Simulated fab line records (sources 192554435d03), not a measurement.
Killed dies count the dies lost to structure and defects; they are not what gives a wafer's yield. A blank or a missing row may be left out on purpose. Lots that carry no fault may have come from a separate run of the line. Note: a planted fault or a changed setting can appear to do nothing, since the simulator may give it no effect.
Chamber matching | flow n5-finfet | N5_BEOL_M0_CO_CAP_123 on cvd-co-01 has 3 sister chambers
The step material Co, precursor CCTBA/H2, target thk 2 nm, time 102.1 s. 6 wafers are shown with their chamber, then 11 later ones without.

## EACH WAFER AND ITS CHAMBER
wafer  | chamber | heater-power-w (W)
L087.4 | 1       | 235
L087.5 | 2       | 218
L088.1 | 1       | 233
L088.3 | 0       | 208
L088.6 | 0       | 210
L092.2 | 2       | 219

## WAFERS WITHOUT THEIR CHAMBER
wafer  | heater-power-w (W)
L092.4 | 229
L092.5 | 227
L093.1 | 242
L093.5 | 235
L093.6 | 213
L095.1 | 210
L095.3 | 237
L095.5 | 217
L097.2 | 210
L097.3 | 235
L097.4 | 219

## CHAMBER TAKEN BY EACH
wafer  | from the rows above     | in truth
L092.4 | 1                       | 1
L092.5 | can't be placed: 1 or 2 | 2
L093.1 | 1                       | 1
L093.5 | 1                       | 1
L093.6 | can't be placed: 0 or 2 | 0
L095.1 | 0                       | 0
L095.3 | 1                       | 1
L095.5 | 2                       | 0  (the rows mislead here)
L097.2 | 0                       | 0
L097.3 | 1                       | 1
L097.4 | 2                       | 2
Correct placement for 8 of the 11. Can't be placed from these rows: 2 (the true chamber is among the candidates in 2). Placed wrongly: 1.
How it was worked out, from the rows above alone: a wafer's distance from a chamber is the root of the sum, over the readings, of the square of ((its reading less the chamber's mean) divided by the reading's scatter). If the next closest chamber is less than 2 further off than the closest, the wafer can't be placed; otherwise it belongs to the closest. The mean given for a chamber averages the wafers shown for that chamber. How the scatter is found: for the shown wafers, subtract from each reading the mean of its chamber, square and add these, divide the total by (wafers less chambers), then take the root.
